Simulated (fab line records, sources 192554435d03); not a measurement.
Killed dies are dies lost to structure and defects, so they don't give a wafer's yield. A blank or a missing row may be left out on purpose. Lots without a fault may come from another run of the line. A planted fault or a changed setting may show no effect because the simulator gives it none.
fab line records | flow n5_finfet
record lots=5 wafers=15 last_day=19
route steps=1938 shown BEOL_M0_SAQP@692 BEOL_M0_CUTY@701 BEOL_M4@1111 PASSIVATION@1936
lots that met no fault: from a run of the same line without faults
start_h: hours from the record's first day to the start of the lot's first wafer shown | wait_h: hours since the lot's step before | " the same as in the row above | L1.1+2: a row that stands for several wafers | - no value, or no start given | * or withheld: withheld | < > ~ a bound
route shown NAME@n: a module of which the file shows steps, and the number in the route of the first | usual: mean/standard deviation of fault-free wafers | same: alike in all rows | chamber/n: place in a boat | sites: the reading at each site | _std_site: their standard deviation | _edge_site: outer sites' mean less inner sites' | radius_mm: how far each site lies from the wafer's centre | mask NAME#n: copy n | behind: the tool/chamber that last shaped the wafer | hold: why the lot was held/for how many hours/how that ended | device: the transistor (n, p or np) that didn't switch | end of line: the same wafers' tests at the end of the route | a step without rows: its recipe alone | killed: dies lost to structure and defects at the first sort, not the wafer's yield | map: a wafer's dies, x killed, . not, _ none there
set.NAME: the setting as run; set.NAME@STEP: as run at that earlier step | model.NAME: the simulator's own value behind a step, which no gauge read
lots at some steps of the route; a table a step, a row a wafer
services: from which hour (start_h, from the record's first day; less than 0 if before it) a tool's chamber was out of use, for how many hours, and why
## steps
# step N5_BEOL_M0_SAQP_DESCUM_45
# recipe chemistry=O2 time_s=7 source_power_w=50 bias_power_w=20 pressure_mtorr=20 rf_frequency_hz=2.712e+07 temp_c=40 resist=CAR-EUV o2_flow_sccm=225
# step N5_BEOL_M0_SAQP_ETCH_88
# recipe chemistry=N2/H2 target=underlayer target_depth_a=65 time_s=5.2 ion_energy_ev=200 mask_material=CAR-EUV pressure_mtorr=30 source_w=840 bias_w=150 n2_flow_sccm=200 h2_flow_sccm=200 ends=cleared
# step N5_BEOL_M0_SAQP_ETCH_73
# recipe chemistry=CF4 target=SiARC target_depth_a=195 mask_material=CAR-EUV time_s=32.5 ion_energy_ev=80 pressure_mtorr=40 source_w=545 bias_w=36 Ar_flow_sccm=100 cf4_flow_sccm=100 ends=cleared
# step N5_BEOL_M0_SAQP_CUT_ETCH_46
# recipe chemistry=N2/H2 target=SOC target_depth_a=1350 overetch_a=270 temp_c=40 time_s=202.5 ion_energy_ev=200 mask_material=SiARC pressure_mtorr=30 source_w=840 bias_w=150 n2_flow_sccm=200 h2_flow_sccm=200
# step N5_BEOL_M0_SAQP_STRIP_74
# recipe chemistry=N2/H2 temp_c=40 n2_flow_sccm=200 h2_flow_sccm=200 rf_frequency_hz=6e+07
# step N5_BEOL_M0_SAQP_STRIP_89
# recipe chemistry=N2/H2 temp_c=40 n2_flow_sccm=200 h2_flow_sccm=200 rf_frequency_hz=6e+07
# step N5_BEOL_M0_SAQP_ALD_48
# recipe material=SiO2 target_thk_a=200 temp_c=100 ald_precursor_family=BDEAS ald_co_reactant=O2-plasma pulse_time_s=1 co_reactant_pulse_time_s=1 purge_time_s=2 co_reactant_purge_time_s=2 ald_cycles=139 pressure_torr=2
# step N5_BEOL_M0_SAQP_ETCH_49
# recipe chemistry=CF4/O2 target_depth_a=370 target=SiO2 pressure_mtorr=40 source_w=535 bias_w=49 Ar_flow_sccm=100 cf4_flow_sccm=100 O2_flow_sccm=10 ion_energy_ev=100
# step N5_BEOL_M0_SAQP_STRIP_75
# recipe chemistry=CF4 resist=SiARC power_w=300 bias_power_w=75 pressure_mtorr=50 cf4_flow_sccm=150 rf_frequency_hz=6e+07
# step N5_BEOL_M0_CUTY_COAT_50
# recipe resist=SiARC temp_c=220 time_s=60 spin_rpm=1500 resist_thk_nm=15
# step N5_BEOL_M0_CUTY_COAT_51
# recipe resist=CAR-ArF-block spin_rpm=1500 resist_thk_nm=150
# usual spin_speed_rpm=1500.1/1.1
# columns lot.wafer tool chamber start_h wait_h spin_speed_rpm model.CAR-ArF-block_of_BEOL_M0_CUTY_COAT_51.thk_nm
L187.2 litho_track-04 0 136.79 - 1498.8 150
L187.3 " 0 " " 1499.7 149.8
L187.6 " 0 " " 1498.1 150
L196.3 litho_track-04 0 199.03 - 1628.0 144.2
L196.4 " 0 " " 1627.0 144.2
L196.6 " 0 " " 1627.1 144.6
L197.2 litho_track-04 0 204.14 - 1626.1 143.4
L197.4 " 0 " " 1626.5 144.2
L197.5 " 0 " " 1627.9 143.8
L201.1 litho_track-04 0 221.29 - 1626.9 143.4
L201.2 " 0 " " 1627.8 143.6
L201.6 " 0 " " 1629.6 143.6
L204.1 litho_track-03 0 236.84 - 1498.6 150.2
L204.4 " 0 " " 1499.2 150.2
L204.5 " 0 " " 1500.0 151.2
# step N5_BEOL_M0_CUTY_EBR_52
# recipe solvent=PGMEA ebr_width_mm=1.5
# step N5_BEOL_M0_CUTY_SOFTBAKE_53
# recipe temp_c=110 time_s=60 resist=CAR-ArF-block
# step N5_BEOL_M0_CUTY_EXPOSE_54
# recipe mask_id=M0_ABLK na=1.35 source_shape=conventional sigma_outer=0.8 polarization=unpolarized dose_mj=36
# step N5_BEOL_M0_CUTY_PEB_55
# recipe peb_temp_c=110 peb_time_s=60 resist=CAR-ArF-block
# step N5_BEOL_M0_CUTY_DEVELOP_56
# recipe develop_time_s=30 developer=TMAH resist=CAR-ArF-block rinse_liquid=diw dry=air_spin dev_temp_c=23
# step N5_BEOL_M0_CUTY_DESCUM_61
# recipe chemistry=O2 time_s=7.9 source_power_w=50 bias_power_w=20 pressure_mtorr=20 rf_frequency_hz=2.712e+07 temp_c=40 resist=CAR-ArF-block o2_flow_sccm=225
# step N5_BEOL_M0_CUTY_ETCH_62
# recipe chemistry=CF4 target=SiARC mask_material=CAR-ArF-block time_s=58.5 ion_energy_ev=80 pressure_mtorr=40 source_w=545 bias_w=36 Ar_flow_sccm=100 cf4_flow_sccm=100 ends=cleared
# usual bias_w=35.99/0.1 drypump_motor_current_A=5.7/0.38 etch_rf_on_time_s=58.6/1.1 oes_product_au=0.69/0.083 rf_vpp_V=184.5/1 showerhead_plenum_p_Torr=2.18/0.05 throttle_valve_pct=15.5/0.32
# columns lot.wafer tool chamber start_h wait_h bias_w drypump_motor_current_A etch_rf_on_time_s oes_product_au rf_hours_counter_h rf_vpp_V showerhead_plenum_p_Torr throttle_valve_pct model.CAR-ArF-block_of_BEOL_M0_CUTY_COAT_51.thk_nm
L187.2 rie_diel-04 0 137.34 0.0 36.04 6.1 58.4 0.83 9 185.3 2.19 15.0 118.4
L187.3 " 2 " " 35.94 5.9 59.9 0.62 187 184.3 2.13 15.7 118.2
L187.6 " 2 " " 35.95 5.9 59.7 0.62 - 185.2 2.13 15.7 118.4
L196.3 rie_diel-01 0 199.50 0.0 36.06 5.9 59.1 0.74 30 185.6 2.27 15.1 112.6
L196.4 " 2 " " 35.98 5.9 60.0 0.68 - 186.1 2.23 15.3 112.6
L196.6 " 0 " " 36.09 5.9 58.9 0.75 - 185.9 2.27 15.1 113
L197.2 rie_diel-06 3 204.50 0.0 36.03 5.0 60.3 0.59 212 181.5 2.05 15.7 111.8
L197.4 " 3 " " 35.97 5.0 59.9 0.59 - 182.7 2.05 15.7 112.6
L197.5 " 1 " " 36.01 5.6 59.9 0.68 - 185.4 2.15 15.6 112.2
L201.1 rie_diel-04 0 221.76 0.0 36.19 6.1 58.0 0.77 40 183.7 2.18 15.1 111.8
L201.2 " 2 " " 36.11 5.9 59.3 0.60 215 184.2 2.12 15.7 112.2
L201.6 " 3 " " 35.99 5.5 58.4 0.76 - 185.4 2.19 15.2 112
L204.1 rie_diel-04 3 237.34 0.0 35.94 5.5 58.0 0.75 29 185.3 2.19 15.2 118.8
L204.4 " 0 " " 36.00 6.0 57.0 0.78 45 185.7 2.18 15.1 118.6
L204.5 " 1 " " 35.91 6.2 57.3 0.62 - 184.3 2.20 16.0 119.4
# step N5_BEOL_M0_CUTY_ETCH_63
# recipe chemistry=N2/H2 target=SOC target_depth_a=827 overetch_a=165 mask_material=SiARC temp_c=40 ion_energy_ev=200 time_s=124 pressure_mtorr=30 source_w=840 bias_w=150 n2_flow_sccm=200 h2_flow_sccm=200
# step N5_BEOL_M4_RC_MEAS_101
# usual DIBL_N=36.0/1.9 DIBL_P=35.6/2.2 IOFF_N=0.15/0.031 IOFF_P=0.19/0.032 ION_N=668/11 ION_P=455/7.2 SS_N=71.5/0.65 SS_P=73.4/0.64 VT_N=251/3.6 VT_P=-253/3.3
# columns lot.wafer tool chamber start_h wait_h DIBL_N[mV/V] DIBL_P[mV/V] IOFF_N[nA/um] IOFF_P[nA/um] ION_N[uA/um] ION_P[uA/um] SS_N[mV/dec] SS_P[mV/dec] VT_N[mV] VT_P[mV]
L187.2 prober-01 0 216.05 0.2 37.1 35.6 0.17 0.21 679 466 71.8 73.8 248 -252
L187.3 " 0 " " 35.4 34.6 0.14 0.20 674 474 71.2 73.3 248 -248
L187.6 " 0 " " 39.3 39.2 0.23 0.27 700 469 72.6 74.6 246 -244
L197.2 prober-02 0 298.07 0.2 36.8 36.6 0.16 0.18 682 467 70.8 73.8 248 -251
L197.4 " 0 " " 38.3 38.6 0.19 0.22 688 470 72.1 73.6 248 -250
L197.5 " 0 " " 37.0 35.9 0.15 0.18 676 461 71.0 73.6 248 -253
L196.3 prober-02 0 304.51 0.3 36.6 37.1 0.17 0.19 672 455 71.6 73.1 247 -253
L196.4 " 0 " " 36.5 37.5 0.16 0.20 669 453 71.7 73.2 250 -252
L196.6 " 0 " " 35.4 35.7 0.14 0.17 660 449 71.6 73.2 256 -255
L201.1 prober-02 0 313.66 0.0 39.0 37.8 0.18 0.21 668 457 71.8 74.2 249 -252
L201.2 " 0 " " 36.6 35.2 0.15 0.18 674 453 70.4 73.2 252 -253
L201.6 " 0 " " 36.7 35.5 0.15 0.18 682 458 71.2 73.5 252 -255
L204.1 prober-02 0 325.81 0.0 39.4 40.4 0.24 0.31 692 473 73.1 74.7 244 -243
L204.4 " 0 " " 37.2 36.9 0.18 0.23 681 465 72.0 73.5 248 -248
L204.5 " 0 " " 36.8 36.4 0.17 0.22 673 456 72.0 73.3 248 -249
# step N5_PASSIVATION_PROBE_49
# usual defect_limited_yield=91.3/1.4 killed_at_M0_to_M3=34/10 killed_at_M4_up=14/5.5 killed_at_contacts=12/6 killed_at_front_end=40/10 killed_at_other=3.0/2.4 killed_dies=103/17 killed_open=68/13 killed_short=34/7.8 sort_bin_5_function=5.1/0.97 sort_bin_6_memory=3.3/0.66 sort_n_pass=1077/17 sort_yield_pct=91.2/1.4
# same gross_dies=1180 killed_at_back_side=0 sort_bin_4_leakage[%]=0 sort_bin_8_speed[%]=0
# columns lot.wafer tool chamber start_h wait_h defect_limited_yield[%] killed_at_M0_to_M3 killed_at_M4_up killed_at_contacts killed_at_front_end killed_at_other killed_dies killed_open killed_short sort_bin_5_function[%] sort_bin_6_memory[%] sort_n_pass sort_yield_pct[%]
L187.2 prober-01 - 315.71 0.1 90.0 37 9 19 50 3 118 77 39 5.7 4.0 1062 90.0
L187.3 prober-01 - 315.76 0.1 89.8 44 28 2 42 4 120 75 45 6.0 3.9 1060 89.8
L187.6 prober-01 - 315.91 0.3 92.0 35 14 20 23 2 94 62 29 5.2 2.6 1086 92.0
# killed by level:class
L187.2 MOL_CONTACT_COAG:geometric_particle:open=13 STI_FIN_REVEAL:geometric_particle:open=12 FIN_SAQP:geometric_particle:open=8 BEOL_M1:geometric_particle:open=8 FIN_SAQP:geometric_particle:short=6 DUMMY_GATE:geometric_particle:open=5 GATE_CUT:geometric_particle:short=5 BEOL_M3:geometric_particle:open=5
L187.3 BEOL_M4:geometric_particle:open=14 BEOL_M1:geometric_particle:open=13 STI_FIN_REVEAL:geometric_particle:open=10 BEOL_M0_SAQP:geometric_particle:short=9 FIN_SAQP:geometric_particle:short=8 GATE_CUT:geometric_particle:short=6 BEOL_M3:geometric_particle:short=6 BEOL_M5:geometric_particle:open=6
L187.6 MOL_CONTACT_COAG:geometric_particle:open=16 BEOL_M0:geometric_particle:open=8 BEOL_M2:geometric_particle:open=6 FIN_SAQP:geometric_particle:short=5 BEOL_M0_SAQP:geometric_particle:short=5 FIN_SAQP:geometric_particle:open=4 BEOL_M5:geometric_particle:open=4 BEOL_M1:geometric_particle:open=4
## services
# columns tool chamber start_h hours kind
rie_diel-04 3 130.10 - clean
rie_diel-04 3 130.10 - consumable_replace:focus_ring
rie_diel-04 3 130.10 23.7 scheduled_down
rie_diel-04 3 130.10 23.7 vent_cycle
rie_diel-06 0 130.10 4.0 repair
rie_diel-06 0 141.88 - clean
rie_diel-06 0 141.88 - consumable_replace:focus_ring
rie_diel-06 0 141.88 33.7 scheduled_down
rie_diel-06 0 141.88 33.7 vent_cycle
rie_diel-01 3 156.77 43.4 repair
litho_track-03 - 166.30 - consumable_replace:filter
rie_diel-04 1 171.89 1.4 repair
rie_diel-06 3 181.80 17.0 repair
litho_track-04 - 192.00 - consumable_replace:filter
rie_diel-06 2 198.81 - clean
rie_diel-06 2 198.81 - consumable_replace:focus_ring
rie_diel-06 2 198.81 16.9 scheduled_down
rie_diel-06 2 198.81 16.9 vent_cycle
rie_diel-01 - 202.64 0.5 repair
## key
first_sign step=N5_BEOL_M0_CUTY_COAT_51 reading=spin_speed_rpm direction=up sigmas=99+ usual=* struck=*
effect none on later readings
model_effect step=N5_BEOL_M0_CUTY_COAT_51 value=CAR-ArF-block_of_BEOL_M0_CUTY_COAT_51.thk_nm without=149.8 struck=143.9
model_effect step=N5_BEOL_M0_CUTY_ETCH_62 value=CAR-ArF-block_of_BEOL_M0_CUTY_COAT_51.thk_nm without=118.2 struck=112.3
met_at N5_BEOL_M0_CUTY_COAT_51
struck_wafers L196.3,L196.4,L196.6,L197.2,L197.4,L197.5,L201.1,L201.2,L201.6
onset_between 136.79 199.03
fault kind=process_parameter_drift tool=litho_track-04 chamber=- onset_h=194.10 steps=N5_BEOL_M0_CUTY_COAT_51 channel=spin_rpm offset=* shape=step end_h=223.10 acts_in=* stated=*
